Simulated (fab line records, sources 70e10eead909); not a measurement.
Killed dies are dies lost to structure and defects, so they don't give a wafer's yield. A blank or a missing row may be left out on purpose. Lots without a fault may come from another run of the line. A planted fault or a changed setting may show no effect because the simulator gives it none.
fab line records | flow nand_harc
record lots=24 wafers=72 last_day=25
route steps=1159 shown P_ZERO_WELL@67 P_CONTACT@233 P_M0@282 P_M1@302
lots that met no fault: from a run of the same line without faults
start_h: hours from the record's first day to the start of the lot's first wafer shown | wait_h: hours since the lot's step before | " the same as in the row above | L1.1+2: a row that stands for several wafers | - no value, or no start given | * or withheld: withheld | < > ~ a bound
route shown NAME@n: a module of which the file shows steps, and the number in the route of the first | usual: mean/standard deviation of fault-free wafers | same: alike in all rows | chamber/n: place in a boat | sites: the reading at each site | _std_site: their standard deviation | _edge_site: outer sites' mean less inner sites' | radius_mm: how far each site lies from the wafer's centre | mask NAME#n: copy n | behind: the tool/chamber that last shaped the wafer | hold: why the lot was held/for how many hours/how that ended | device: the transistor (n, p or np) that didn't switch | end of line: the same wafers' tests at the end of the route | a step without rows: its recipe alone | killed: dies lost to structure and defects at the first sort, not the wafer's yield | map: a wafer's dies, x killed, . not, _ none there
set.NAME: the setting as run; set.NAME@STEP: as run at that earlier step | model.NAME: the simulator's own value behind a step, which no gauge read
steps of the route over a sample of lots; a table a step, a row a wafer
services: from which hour (start_h, from the record's first day; less than 0 if before it) a tool's chamber was out of use, for how many hours, and why
## steps
# step NHARC_P_ZERO_WELL_RTA_42
# recipe temp_c=1100 time_s=300
# usual anneal_temp_c_max=1105.5/2.6 lamp_power_pct=40.1/1.1 wafer_temp_C_max=1104.4/1.7
# columns lot.wafer tool chamber start_h wait_h anneal_temp_c_max lamp_power_pct wafer_temp_C_max
L074.2 rtp_anneal-01 0 18.88 - 1107.3 41.2 1106.8
L074.4 " 0 " " 1108.0 41.2 1105.2
L074.6 " 0 " " 1107.9 41.2 1105.3
L075.4 rtp_anneal-02 0 25.03 - 1102.5 38.9 1104.2
L075.5 " 0 " " 1103.1 38.9 1103.4
L075.6 " 0 " " 1102.4 38.9 1103.7
L076.1 rtp_anneal-02 0 31.12 - 1103.1 39.0 1102.7
L076.4 " 0 " " 1104.1 39.0 1103.4
L076.6 " 0 " " 1102.8 39.0 1103.3
L077.3 rtp_anneal-01 0 37.12 - 1109.9 41.0 1105.4
L077.5 " 0 " " 1107.5 41.1 1106.6
L077.6 " 0 " " 1112.1 41.0 1105.2
L078.3 rtp_anneal-02 0 42.99 - 1102.7 39.1 1103.3
L078.5 " 0 " " 1103.4 39.1 1103.7
L078.6 " 0 " " 1103.6 39.2 1103.0
L079.1 rtp_anneal-01 0 49.04 - 1108.3 41.2 1105.5
L079.2 " 0 " " 1108.7 41.2 1105.5
L079.5 " 0 " " 1110.5 41.2 1105.7
L080.1 rtp_anneal-02 0 54.75 - 1103.6 39.1 1102.9
L080.2 " 0 " " 1104.1 39.1 1103.0
L080.3 " 0 " " 1102.8 39.1 1103.0
L081.1 rtp_anneal-01 0 64.48 - 1107.9 41.2 1105.1
L081.4 " 0 " " 1107.2 41.2 1105.3
L081.5 " 0 " " 1109.3 41.2 1105.7
L082.3 rtp_anneal-01 0 66.99 - 1107.4 41.2 1106.7
L082.4 " 0 " " 1107.5 41.2 1106.7
L082.5 " 0 " " 1106.7 41.2 1106.6
L083.2 rtp_anneal-01 0 73.17 - 1109.8 41.2 1105.9
L083.3 " 0 " " 1107.6 41.2 1104.9
L083.5 " 0 " " 1105.6 41.2 1106.3
L084.1 rtp_anneal-02 0 78.74 - 1103.8 39.0 1103.4
L084.2 " 0 " " 1103.8 39.0 1103.3
L084.6 " 0 " " 1103.4 39.1 1102.1
L085.1 rtp_anneal-02 0 84.89 - 1104.1 39.1 1102.0
L085.2 " 0 " " 1103.9 39.2 1103.4
L085.3 " 0 " " 1102.6 39.1 1102.2
L086.1 rtp_anneal-02 0 91.08 - 1103.0 39.1 1102.7
L086.2 " 0 " " 1102.9 39.1 1102.9
L086.6 " 0 " " 1102.2 39.1 1103.0
L087.1 rtp_anneal-01 0 96.89 - 1107.0 41.2 1105.1
L087.4 " 0 " " 1107.5 41.2 1106.1
L087.6 " 0 " " 1108.5 41.2 1104.1
L088.1 rtp_anneal-01 0 103.23 - 1109.2 41.2 1105.2
L088.3 " 0 " " 1107.8 41.2 1106.9
L088.5 " 0 " " 1109.0 41.2 1105.3
L089.1 rtp_anneal-02 0 108.77 - 1102.7 39.1 1103.8
L089.4 " 0 " " 1103.1 39.1 1103.2
L089.5 " 0 " " 1102.1 39.1 1102.1
L090.2 rtp_anneal-01 0 115.04 - 1107.6 41.2 1104.8
L090.3 " 0 " " 1108.1 41.2 1107.9
L090.6 " 0 " " 1105.6 41.1 1106.3
L091.2 rtp_anneal-02 0 121.17 - 1102.6 39.0 1103.2
L091.3 " 0 " " 1102.4 39.0 1102.3
L091.5 " 0 " " 1102.0 38.9 1103.4
L092.3 rtp_anneal-01 0 127.12 - 1109.2 41.2 1105.3
L092.5 " 0 " " 1107.7 41.2 1106.4
L092.6 " 0 " " 1109.1 41.2 1105.8
L093.2 rtp_anneal-01 0 132.97 - 1109.5 41.2 1105.6
L093.4 " 0 " " 1108.6 41.1 1103.6
L093.5 " 0 " " 1107.7 41.2 1104.7
L094.2 rtp_anneal-02 0 139.02 - 1103.5 39.0 1103.0
L094.3 " 0 " " 1102.2 39.1 1102.4
L094.5 " 0 " " 1103.9 39.1 1102.1
L095.1 rtp_anneal-01 0 144.90 - 1107.3 41.0 1105.6
L095.3 " 0 " " 1109.0 41.1 1105.8
L095.5 " 0 " " 1107.8 41.1 1108.2
L096.3 rtp_anneal-02 0 151.40 - 1103.6 39.1 1102.8
L096.5 " 0 " " 1103.0 39.0 1103.3
L096.6 " 0 " " 1102.5 39.0 1102.4
L097.1 rtp_anneal-02 0 157.14 - 1104.4 39.1 1102.9
L097.5 " 0 " " 1104.3 39.1 1103.9
L097.6 " 0 " " 1103.8 39.1 1103.1
# step NHARC_P_CONTACT_OVL_MEAS_13
# usual overlay_x_nm=0.0/0.81 overlay_y_nm=0.1/0.91
# columns lot.wafer tool chamber start_h wait_h overlay_x_nm overlay_y_nm
L074.2 overlay-02 - 106.87 - 1.2 -0.1
L074.4 " - " " 1.3 0.1
L074.6 " - " " 1.0 0.1
L075.4 overlay-02 - 113.82 - -1.7 -1.2
L075.5 " - " " -1.2 -1.6
L075.6 " - " " -1.6 -1.3
L076.1 overlay-01 - 120.90 - 1.1 -2.0
L076.4 " - " " 1.3 -0.9
L076.6 " - " " 1.7 -0.9
L077.3 overlay-02 - 125.05 - 0.6 0.5
L077.5 " - " " 0.6 0.1
L077.6 " - " " 0.9 0.3
L078.3 overlay-01 - 131.41 - -0.8 0.0
L078.5 " - " " -0.9 0.4
L078.6 " - " " -1.5 0.1
L079.1 overlay-02 - 140.37 - 0.6 0.0
L079.2 " - " " 0.7 0.2
L079.5 " - " " 0.6 0.8
L080.1 overlay-01 - 149.10 - -0.9 0.2
L080.2 " - " " -0.8 -0.2
L080.3 " - " " -0.9 0.1
L082.3 overlay-02 - 155.26 - -0.4 -0.1
L082.4 " - " " -0.3 -0.3
L082.5 " - " " -0.8 -0.4
L081.1 overlay-02 - 156.14 - -0.2 -1.7
L081.4 " - " " 0.0 -1.5
L081.5 " - " " -0.1 -1.5
L083.2 overlay-02 - 158.78 - 1.1 0.1
L083.3 " - " " 0.6 0.6
L083.5 " - " " 0.8 0.2
L085.1 overlay-01 - 171.66 - 0.9 -1.3
L085.2 " - " " 1.0 -1.4
L085.3 " - " " 0.4 -1.0
L084.1 overlay-02 - 172.46 - -0.4 0.8
L084.2 " - " " -0.9 1.1
L084.6 " - " " -0.4 0.7
L087.1 overlay-02 - 185.35 - 0.2 0.9
L087.4 " - " " 1.0 0.8
L087.6 " - " " 0.6 1.7
L086.1 overlay-01 - 186.02 - -0.1 -0.3
L086.2 " - " " -0.4 0.4
L086.6 " - " " 0.1 -0.2
L088.1 overlay-02 - 192.54 - 0.7 -0.1
L088.3 " - " " 0.1 -0.6
L088.5 " - " " 0.2 -0.7
L090.2 overlay-01 - 199.29 - 0.7 -1.3
L090.3 " - " " 0.3 -0.8
L090.6 " - " " 0.5 -0.8
L089.1 overlay-02 - 201.31 - -0.1 1.1
L089.4 " - " " -0.6 0.6
L089.5 " - " " -0.5 0.3
L092.3 overlay-01 - 212.19 - -0.3 0.1
L092.5 " - " " -0.7 0.4
L092.6 " - " " 0.0 0.3
L091.2 overlay-02 - 213.86 - 0.1 -1.1
L091.3 " - " " 0.1 -0.9
L091.5 " - " " -0.2 -0.8
L093.2 overlay-01 - 221.88 - -0.4 1.4
L093.4 " - " " -0.4 1.3
L093.5 " - " " 0.0 1.5
L094.2 overlay-01 - 228.81 - 0.3 2.1
L094.3 " - " " 0.1 2.4
L094.5 " - " " -0.3 1.8
L095.1 overlay-02 - 238.29 - -0.3 0.3
L095.3 " - " " -0.4 0.3
L095.5 " - " " -0.4 -0.3
L096.3 overlay-02 - 243.55 - 0.9 0.7
L096.5 " - " " 0.6 0.3
L096.6 " - " " 0.8 0.6
L097.1 overlay-01 - 243.93 - -1.5 0.6
L097.5 " - " " -1.8 0.9
L097.6 " - " " -1.2 0.8
# step NHARC_P_CONTACT_ETCH_35
# recipe target_depth_a=390 over_etch_frac=0.3 time_s=65 ion_energy_ev=80 cf4_flow_sccm=150 ar_flow_sccm=0 rf_w=300 bias_w=100 chemistry=CF4
# usual drypump_motor_current_A=5.6/0.38 oes_product_au=0.994/0.01 rf_vpp_V=151.7/1.1 showerhead_plenum_p_Torr=1.80/0.052 throttle_valve_pct=13.283/0.01
# columns lot.wafer tool chamber start_h wait_h drypump_motor_current_A oes_product_au rf_hours_counter_h rf_vpp_V showerhead_plenum_p_Torr throttle_valve_pct
L074.4 rie_diel-04 3 107.06 0.1 5.8 1.015 15 151.0 1.80 13.305
L074.2 " 1 " " 5.7 0.999 14 152.8 1.80 13.270
L074.6 " 0 " " 6.2 0.996 - 154.2 1.89 13.272
L075.4 rie_diel-01 0 114.00 0.1 5.3 0.992 17 153.0 1.83 13.268
L075.6 " 3 " " 4.9 0.984 - 151.4 1.71 13.288
L075.5 " 0 " " 5.3 0.992 - 152.7 1.83 13.291
L076.4 rie_diel-04 1 121.08 0.1 5.7 0.981 0 151.6 1.80 13.259
L076.1 " 2 " " 5.4 1.000 0 151.5 1.80 13.289
L076.6 " 1 " " 5.7 0.974 - 151.9 1.80 13.291
L077.3 rie_diel-05 3 125.27 0.1 5.8 0.987 47 150.8 1.73 13.274
L077.6 " 0 " " 5.4 0.987 - 151.3 1.71 13.281
L077.5 " 1 " " 6.5 0.987 - 151.5 1.87 13.276
L078.3 rie_diel-04 3 131.61 0.1 5.8 1.001 1 151.5 1.80 13.270
L078.5 " 3 " " 5.8 1.004 - 151.2 1.80 13.280
L078.6 " 0 " " 6.2 1.005 - 152.1 1.89 13.293
L079.1 rie_diel-04 3 140.56 0.1 5.8 0.999 2 152.1 1.80 13.290
L079.2 " 1 " " 5.7 0.970 1 150.1 1.80 13.288
L079.5 " 2 " " 5.4 0.992 - 153.0 1.80 13.294
L080.3 rie_diel-04 0 149.29 0.1 6.2 1.001 3 154.1 1.89 13.284
L080.2 " 2 " " 5.4 0.995 3 152.5 1.80 13.274
L080.1 " 3 " " 5.8 0.995 4 150.0 1.80 13.273
L082.3 rie_diel-01 2 155.44 0.1 5.4 1.005 0 151.2 1.76 13.299
L082.4 " 1 " " 5.7 0.990 1 152.5 1.82 13.278
L082.5 " 3 " " 4.9 0.989 - 150.8 1.71 13.283
L081.4 rie_diel-05 0 156.34 0.1 5.4 0.983 60 149.2 1.71 13.284
L081.1 " 2 " " 6.1 0.995 59 152.1 1.74 13.278
L081.5 " 3 " " 5.8 0.989 - 151.4 1.72 13.279
L083.3 rie_diel-01 3 158.97 0.1 4.9 0.984 1 151.8 1.71 13.306
L083.2 " 1 " " 5.7 0.989 1 151.8 1.82 13.281
L083.5 " 2 " " 5.4 1.003 - 149.1 1.76 13.272
L085.3 rie_diel-04 2 171.85 0.1 5.4 0.992 5 151.9 1.80 13.283
L085.2 " 3 " " 5.8 1.004 5 150.6 1.80 13.261
L085.1 " 1 " " 5.7 0.978 4 153.6 1.80 13.274
L084.2 rie_diel-01 3 172.65 0.1 4.9 0.991 2 151.5 1.71 13.279
L084.1 " 1 " " 5.7 0.999 2 151.5 1.82 13.294
L084.6 " 2 " " 5.4 1.009 - 149.9 1.76 13.286
L087.4 rie_diel-04 2 185.55 0.1 5.4 1.015 6 151.7 1.80 13.276
L087.1 " 3 " " 5.8 0.994 6 152.6 1.80 13.271
L087.6 " 1 " " 5.7 0.983 - 151.8 1.80 13.264
L086.2 rie_diel-01 2 186.30 0.2 5.4 1.000 4 151.2 1.76 13.270
L086.1 " 3 " " 4.9 0.992 5 150.5 1.71 13.274
L086.6 " 2 " " 5.4 1.004 - 150.5 1.76 13.279
L088.1 rie_diel-01 2 192.73 0.1 5.4 1.004 6 151.6 1.76 13.299
L088.3 " 3 " " 4.9 0.987 6 150.6 1.70 13.284
L088.5 " 1 " " 5.7 0.994 - 150.9 1.82 13.286
L090.3 rie_diel-04 2 199.48 0.1 5.4 1.003 7 151.0 1.80 13.283
L090.2 " 0 " " 6.2 1.004 7 152.2 1.89 13.300
L090.6 " 1 " " 5.6 0.995 - 152.8 1.80 13.279
L089.1 rie_diel-04 2 201.50 0.1 5.4 1.017 7 151.3 1.80 13.282
L089.4 " 3 " " 5.8 0.997 7 151.5 1.80 13.277
L089.5 " 2 " " 5.4 1.006 - 150.2 1.80 13.299
L092.3 rie_diel-04 2 212.39 0.1 5.4 0.991 8 152.2 1.80 13.279
L092.6 " 3 " " 5.8 0.984 - 150.9 1.80 13.299
L092.5 " 0 " " 6.2 1.006 - 152.4 1.89 13.271
L091.2 rie_diel-04 0 214.06 0.1 6.2 0.994 9 152.4 1.89 13.297
L091.3 " 1 " " 5.7 0.986 8 152.1 1.80 13.278
L091.5 " 2 " " 5.4 1.002 - 152.3 1.80 13.277
L093.4 rie_diel-04 0 222.07 0.1 6.1 0.997 10 152.3 1.89 13.274
L093.2 " 1 " " 5.7 0.992 9 149.6 1.80 13.278
L093.5 " 2 " " 5.4 0.999 - 151.1 1.80 13.292
L094.2 rie_diel-04 0 228.99 0.1 6.2 1.004 10 151.7 1.89 13.282
L094.3 " 2 " " 5.4 1.000 10 151.2 1.80 13.277
L094.5 " 1 " " 5.7 0.987 - 151.3 1.80 13.292
L095.3 rie_diel-01 2 238.48 0.1 5.4 1.006 8 151.4 1.76 13.292
L095.1 " 3 " " 4.9 0.983 8 151.3 1.70 13.270
L095.5 " 1 " " 5.7 1.005 - 150.5 1.82 13.264
L096.3 rie_diel-04 2 243.75 0.1 5.4 0.997 11 151.9 1.80 13.290
L096.5 " 3 " " 5.8 0.991 - 150.2 1.80 13.289
L096.6 " 0 " " 6.2 0.994 - 153.2 1.89 13.286
L097.1 rie_diel-01 1 244.17 0.1 5.7 1.006 10 150.8 1.82 13.286
L097.6 " 3 " " 4.9 0.974 - 151.8 1.70 13.282
L097.5 " 0 " " 5.3 0.969 - 153.3 1.83 13.277
# step NHARC_P_M0_INSPECT_27
# usual raw_defect_count=248/81
# columns lot.wafer tool chamber start_h wait_h raw_defect_count
L074.2 defect_inspect-02 - 114.21 0.0 173
L074.4 " - " " 262
L074.6 " - " " 352
L075.4 defect_inspect-02 - 126.43 0.0 570
L075.5 " - " " 200
L075.6 " - " " 219
L076.1 defect_inspect-02 - 133.22 0.0 185
L076.4 " - " " 133
L076.6 " - " " 195
L077.3 defect_inspect-02 - 138.97 0.0 276
L077.5 " - " " 249
L077.6 " - " " 145
L078.3 defect_inspect-01 - 142.28 0.0 237
L078.5 " - " " 175
L078.6 " - " " 197
L079.1 defect_inspect-01 - 147.22 0.0 262
L079.2 " - " " 253
L079.5 " - " " 176
L080.1 defect_inspect-02 - 156.39 0.0 180
L080.2 " - " " 178
L080.3 " - " " 226
L082.3 defect_inspect-02 - 166.43 0.0 321
L082.4 " - " " 171
L082.5 " - " " 153
L081.1 defect_inspect-01 - 167.00 0.0 261
L081.4 " - " " 232
L081.5 " - " " 203
L083.2 defect_inspect-01 - 167.74 0.0 317
L083.3 " - " " 264
L083.5 " - " " 259
L085.1 defect_inspect-01 - 178.33 0.0 304
L085.2 " - " " 426
L085.3 " - " " 308
L084.1 defect_inspect-02 - 179.21 0.0 303
L084.2 " - " " 171
L084.6 " - " " 405
L087.1 defect_inspect-01 - 192.67 0.0 316
L087.4 " - " " 356
L087.6 " - " " 366
L086.1 defect_inspect-01 - 193.01 0.0 205
L086.2 " - " " 227
L086.6 " - " " 309
L088.1 defect_inspect-02 - 199.42 0.0 180
L088.3 " - " " 264
L088.5 " - " " 261
L090.2 defect_inspect-01 - 206.30 0.0 160
L090.3 " - " " 175
L090.6 " - " " 190
L089.1 defect_inspect-01 - 219.92 0.0 181
L089.4 " - " " 105
L089.5 " - " " 144
L092.3 defect_inspect-01 - 221.21 0.0 114
L092.5 " - " " 176
L092.6 " - " " 203
L091.2 defect_inspect-01 - 223.23 0.0 250
L091.3 " - " " 204
L091.5 " - " " 410
L093.2 defect_inspect-01 - 232.02 0.0 199
L093.4 " - " " 256
L093.5 " - " " 204
L094.2 defect_inspect-02 - 235.59 0.0 217
L094.3 " - " " 394
L094.5 " - " " 399
L095.1 defect_inspect-01 - 244.94 0.0 145
L095.3 " - " " 304
L095.5 " - " " 173
L096.3 defect_inspect-01 - 250.21 0.0 172
L096.5 " - " " 307
L096.6 " - " " 339
L097.1 defect_inspect-01 - 251.14 0.1 243
L097.5 " - " " 171
L097.6 " - " " 182
# step NHARC_P_M1_STRIP_18
# recipe power_w=1000 n2_flow_sccm=150 h2_flow_sccm=150 ar_flow_sccm=0 bias_w=0 chemistry=N2/H2
# usual drypump_motor_current_A=5.7/0.5 oes_product_au=0.999/0.015 rf_vpp_V=90.7/0.9 showerhead_plenum_p_Torr=2.05/0.085 throttle_valve_pct=14.170/0.0089
# columns lot.wafer tool chamber start_h wait_h drypump_motor_current_A oes_product_au rf_hours_counter_h rf_vpp_V showerhead_plenum_p_Torr throttle_valve_pct
L074.2 rie_diel-09 0 116.26 0.1 5.6 1.010 1 89.3 1.92 14.174
L074.4 " 1 " " 5.8 1.004 1 90.1 2.06 14.190
L074.6 " 1 " " 5.8 1.011 - 91.6 2.06 14.175
L075.4 rie_diel-12 2 128.92 0.1 5.0 1.017 8 91.3 2.01 14.178
L075.6 " 3 " " 6.2 0.973 - 91.0 2.02 14.167
L075.5 " 0 " " 5.9 0.992 - 91.4 2.10 14.182
L076.1 rie_diel-12 3 135.12 0.1 6.2 0.979 7 90.6 2.02 14.173
L076.4 " 0 " " 5.9 0.997 - 90.7 2.10 14.155
L076.6 " 1 " " 6.5 0.998 - 90.1 2.13 14.173
L077.3 rie_diel-12 3 140.81 0.1 6.2 0.985 7 89.8 2.02 14.168
L077.6 " 2 " " 5.0 1.019 - 89.1 2.01 14.174
L077.5 " 3 " " 6.2 0.990 - 91.1 2.02 14.157
L078.3 rie_diel-12 3 144.64 0.1 6.2 0.982 8 89.2 2.02 14.169
L078.6 " 3 " " 6.2 0.994 - 89.6 2.02 14.183
L078.5 " 0 " " 6.0 1.005 - 91.1 2.10 14.167
L079.2 rie_diel-10 3 149.13 0.1 5.4 1.007 3 91.4 2.21 14.158
L079.1 " 0 " " 5.1 0.992 2 89.4 1.93 14.164
L079.5 " 0 " " 5.1 0.992 - 89.5 1.93 14.170
L080.3 rie_diel-10 2 160.38 0.1 4.9 1.031 4 89.9 1.96 14.183
L080.1 " 3 " " 5.4 1.008 4 91.5 2.20 14.173
L080.2 " 0 " " 5.1 0.993 3 90.7 1.93 14.178
L082.3 rie_diel-09 0 168.39 0.1 5.5 1.020 4 90.7 1.92 14.190
L082.4 " 3 " " 5.7 1.004 4 91.0 2.16 14.161
L082.5 " 1 " " 5.7 1.008 - 92.3 2.06 14.176
L081.4 rie_diel-12 0 168.97 0.1 5.9 1.015 10 89.7 2.10 14.171
L081.1 " 3 " " 6.2 0.975 11 90.0 2.02 14.169
L081.5 " 0 " " 5.9 1.000 - 90.5 2.10 14.179
L083.2 rie_diel-10 1 169.72 0.1 5.8 1.003 4 91.7 2.09 14.168
L083.3 " 3 " " 5.4 0.999 4 91.6 2.21 14.186
L083.5 " 1 " " 5.8 1.003 - 90.5 2.09 14.167
L085.2 rie_diel-12 2 180.30 0.1 5.0 1.009 11 91.5 2.01 14.169
L085.3 " 3 " " 6.3 0.980 12 91.3 2.02 14.180
L085.1 " 1 " " 6.5 1.002 11 90.7 2.13 14.189
L084.1 rie_diel-09 1 181.07 0.1 5.7 0.999 4 92.1 2.06 14.145
L084.2 " 2 " " 6.4 0.993 4 90.4 2.01 14.169
L084.6 " 1 " " 5.8 1.007 - 90.5 2.06 14.156
L087.1 rie_diel-09 3 194.64 0.1 5.7 1.000 5 91.9 2.16 14.174
L087.4 " 1 " " 5.8 0.986 4 90.8 2.06 14.162
L087.6 " 3 " " 5.7 0.983 - 90.9 2.16 14.176
L086.1 rie_diel-12 2 194.98 0.1 5.0 1.018 13 90.0 2.01 14.167
L086.2 " 0 " " 6.0 1.003 12 90.1 2.10 14.158
L086.6 " 2 " " 5.0 1.013 - 89.7 2.01 14.176
L088.3 rie_diel-12 2 201.57 0.1 5.0 1.000 13 91.2 2.01 14.168
L088.1 " 1 " " 6.5 0.995 13 90.8 2.13 14.175
L088.5 " 3 " " 6.2 0.974 - 90.3 2.02 14.176
L090.3 rie_diel-10 3 208.14 0.1 5.4 0.989 1 90.9 2.21 14.165
L090.2 " 1 " " 5.8 0.984 0 91.1 2.09 14.170
L090.6 " 2 " " 5.0 1.019 - 88.5 1.96 14.168
L089.4 rie_diel-09 3 221.78 0.1 5.7 1.003 7 91.6 2.16 14.175
L089.1 " 2 " " 6.5 0.996 6 90.6 2.01 14.162
L089.5 " 0 " " 5.6 1.032 - 91.5 1.92 14.174
L092.3 rie_diel-09 3 223.19 0.1 5.7 0.996 7 91.6 2.16 14.171
L092.5 " 2 " " 6.4 0.985 - 91.3 2.01 14.179
L092.6 " 3 " " 5.7 0.999 - 92.2 2.16 14.160
L091.3 rie_diel-12 2 225.20 0.1 5.0 0.997 1 91.0 2.00 14.178
L091.2 " 0 " " 6.0 1.012 2 90.5 2.10 14.168
L091.5 " 2 " " 5.0 0.997 - 89.7 2.00 14.175
L093.4 rie_diel-12 1 234.28 0.1 6.5 1.003 2 91.6 2.13 14.180
L093.2 " 2 " " 5.0 1.006 2 91.1 2.00 14.162
L093.5 " 0 " " 6.0 1.016 - 90.7 2.10 14.178
L094.3 rie_diel-10 1 237.46 0.1 5.8 0.980 1 91.5 2.09 14.178
L094.2 " 2 " " 5.0 1.019 1 90.3 1.96 14.171
L094.5 " 0 " " 5.1 0.979 - 90.7 1.93 14.168
L095.3 rie_diel-10 1 246.81 0.1 5.8 0.980 1 90.5 2.09 14.165
L095.1 " 3 " " 5.4 0.994 1 90.2 2.21 14.173
L095.5 " 1 " " 5.8 0.995 - 89.5 2.09 14.161
L096.3 rie_diel-09 1 252.27 0.2 5.8 0.976 - 91.8 2.06 14.166
L096.5 " 1 " " 5.7 0.979 - 90.0 2.06 14.176
L096.6 " 0 " " 5.5 1.013 - 90.5 1.92 14.183
L097.1 rie_diel-10 2 253.17 0.1 5.0 1.001 2 90.6 1.96 14.176
L097.6 " 3 " " 5.4 0.992 - 91.9 2.20 14.169
L097.5 " 0 " " 5.1 0.982 - 89.4 1.93 14.188
# step NHARC_P_M1_DEGAS_29
# recipe temp_c=250 time_s=60
# usual heater_power_w=341/32
# columns lot.wafer tool chamber start_h wait_h heater_power_w
L074.4 pvd_sputter-02 - 116.90 - 355
L074.2 " - " " 313
L074.6 " - " " 318
L075.4 pvd_sputter-03 - 129.48 - 398
L075.5 " - " " 398
L075.6 " - " " 324
L076.4 pvd_sputter-02 - 135.75 - 282
L076.1 " - " " 348
L076.6 " - " " 281
L077.3 pvd_sputter-02 - 141.44 - 322
L077.5 " - " " 314
L077.6 " - " " 291
L078.3 pvd_sputter-01 - 145.30 - 361
L078.5 " - " " 365
L078.6 " - " " 348
L079.1 pvd_sputter-02 - 149.76 - 308
L079.2 " - " " 276
L079.5 " - " " 316
L080.1 pvd_sputter-02 - 161.12 - 303
L080.2 " - " " 314
L080.3 " - " " 287
L082.3 pvd_sputter-03 - 169.04 - 386
L082.4 " - " " 317
L082.5 " - " " 394
L081.1 pvd_sputter-03 - 169.62 - 364
L081.4 " - " " 344
L081.5 " - " " 378
L083.2 pvd_sputter-01 - 170.34 - 341
L083.3 " - " " 348
L083.5 " - " " 346
L085.3 pvd_sputter-01 - 180.94 - 339
L085.1 " - " " 373
L085.2 " - " " 347
L084.1 pvd_sputter-02 - 181.70 - 282
L084.2 " - " " 316
L084.6 " - " " 353
L087.1 pvd_sputter-03 - 195.29 - 375
L087.4 " - " " 343
L087.6 " - " " 323
L086.2 pvd_sputter-02 - 195.63 - 323
L086.1 " - " " 349
L086.6 " - " " 310
L088.3 pvd_sputter-03 - 202.21 - 396
L088.1 " - " " 328
L088.5 " - " " 395
L090.3 pvd_sputter-02 - 208.77 - 285
L090.2 " - " " 338
L090.6 " - " " 313
L089.4 pvd_sputter-03 - 222.45 - 393
L089.1 " - " " 329
L089.5 " - " " 344
L092.3 pvd_sputter-03 - 223.81 - 389
L092.6 " - " " 339
L092.5 " - " " 400
L091.3 pvd_sputter-03 - 225.85 - 345
L091.2 " - " " 390
L091.5 " - " " 388
L093.2 pvd_sputter-02 - 234.91 - 372
L093.4 " - " " 305
L093.5 " - " " 288
L094.3 pvd_sputter-03 - 238.09 - 372
L094.2 " - " " 346
L094.5 " - " " 325
L095.1 pvd_sputter-03 - 247.45 - 368
L095.3 " - " " 390
L095.5 " - " " 372
L096.3 pvd_sputter-03 - 253.05 - 385
L096.5 " - " " 348
L096.6 " - " " 381
L097.1 pvd_sputter-01 - 253.79 - 360
L097.5 " - " " 344
L097.6 " - " " 342
## services
# columns tool chamber start_h hours kind
rie_diel-10 - -0.50 9.0 pm
rie_diel-10 1 9.27 2.8 repair
rie_diel-10 2 10.43 2.7 repair
rie_diel-10 0 17.20 9.3 repair
rie_diel-01 0 19.08 8.8 repair
rie_diel-12 - 25.43 9.0 pm
pvd_sputter-02 - 36.03 10.0 pm
rie_diel-10 0 36.49 4.6 repair
pvd_sputter-02 - 57.45 1.8 repair
rie_diel-10 0 59.51 14.3 repair
rie_diel-09 - 77.41 9.0 pm
pvd_sputter-03 - 102.00 10.0 pm
rie_diel-04 - 111.90 9.0 pm
rie_diel-09 0 116.80 2.5 repair
pvd_sputter-02 - 118.04 4.2 repair
rie_diel-04 1 129.98 6.6 repair
rie_diel-12 2 134.19 1.3 repair
rie_diel-01 - 137.80 9.0 pm
pvd_sputter-02 - 152.93 3.7 repair
pvd_sputter-02 - 162.59 11.5 repair
pvd_sputter-02 - 190.13 2.5 repair
rie_diel-12 - 202.43 9.0 pm
rie_diel-04 - 226.02 1.5 repair
rie_diel-12 3 226.89 6.1 repair
## key
fault none
